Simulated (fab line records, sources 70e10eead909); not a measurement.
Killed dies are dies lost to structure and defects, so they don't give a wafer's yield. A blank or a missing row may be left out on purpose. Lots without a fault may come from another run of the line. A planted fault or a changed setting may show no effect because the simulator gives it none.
A struck lot beside a sound one | flow nand_harc | 13 steps out of a route of 1302
Sound: wafers L976.1, L976.3, L976.6. Struck: wafers L982.1, L982.2. The cause comes at the end.
At each step with rows: each side's tool, then ch and its chambers, then its first start. Under that, the readings that differ: sound wafers | struck wafers | difference of the means | sigmas: that difference in standard deviations of wafers without a fault.
alike: readings whose means differ by less than 2 such deviations, and words and numbers that are the same on both sides. not compared: withheld readings, readings that some wafer has no value for, bounds like >300 that may hide the same value, and numbers for which the record gives no deviation and whose values overlap.
The two part at a step that has a row with sigmas, a row that says differs or no value, or rows on one side only. Numbers that don't overlap but have no deviation are shown without sigmas and don't part them. A reading that every wafer of one side lacks parts them only if that side has two wafers or more.

first, 1 step without rows for these wafers: NHARC_A_CONTACT_STRIP_27 (strips in post etch residue remover, time 600 s).
NHARC_A_CONTACT_ALD_18: deposits TiN, target thk 3 nm, pulse time 1 s, ald cycles 150.
  sound on ald_metal-04 ch 0,2, day 22 23:41; struck on ald_metal-01 ch 1,3, day 25 18:07
  alike: heater_power_w, precursor_pulse_height_rel
  not compared: since_wet_clean_h
NHARC_A_CONTACT_CVD_19: deposits W, target thk 300 nm, time 802 s.
  sound on cvd_w-01 ch 0,1; struck on cvd_w-02 ch 0,1
  alike: heater_power_w, mfc_ar_sccm, throttle_valve_pct
  not compared: since_wet_clean_h
NHARC_A_CONTACT_CMP_20: polishes, t overpolish 30 s, target thk 300 nm.
  sound on cmp-01 ch 0,1,2, day 23 00:49; struck on cmp-03 ch 0,3, day 25 19:16
  reading                | sound    | struck | difference | sigmas
  time_to_endpoint_s (s) | 63 63 66 | 53 58  | -8         | -2
  alike: motor_current_A, overpolish_run_s
  not compared: pad_life_wafers
then, 1 step without rows for these wafers: NHARC_A_CONTACT_SRD_22.
NHARC_A_CONTACT_INSPECT_23:
  sound on defect_inspect-01, day 23 01:10; struck on defect_inspect-02, day 25 19:40
  alike: raw_defect_count
then, 5 steps without rows for these wafers: NHARC_A_BLC_DEHYDRATE_00 (time 120 s); NHARC_A_BLC_HMDS_01 (time 30 s); NHARC_A_BLC_COAT_02 (time 75 s); NHARC_A_BLC_COAT_03 (time 65 s); NHARC_A_BLC_COAT_04 (resist thk 90 nm).
NHARC_A_BLC_SOFTBAKE_05: time 55 s.
  sound on litho_track-01 ch 0, day 23 01:00; struck on litho_track-04 ch 0, day 25 19:00
  reading                  | sound                | struck        | difference | sigmas
  heater_power_total_W (W) | 188.45 188.30 188.70 | 222.43 222.50 | +33.98     | +99 or more
  alike: exhaust_pa, resist_line_temp_C
then, 1 step without rows for these wafers: NHARC_A_BLC_EBR_06.

WHERE THEY PART
First at NHARC_A_CONTACT_CMP_20; last, within this record, at NHARC_A_BLC_SOFTBAKE_05.

WHY: what the simulator had put in
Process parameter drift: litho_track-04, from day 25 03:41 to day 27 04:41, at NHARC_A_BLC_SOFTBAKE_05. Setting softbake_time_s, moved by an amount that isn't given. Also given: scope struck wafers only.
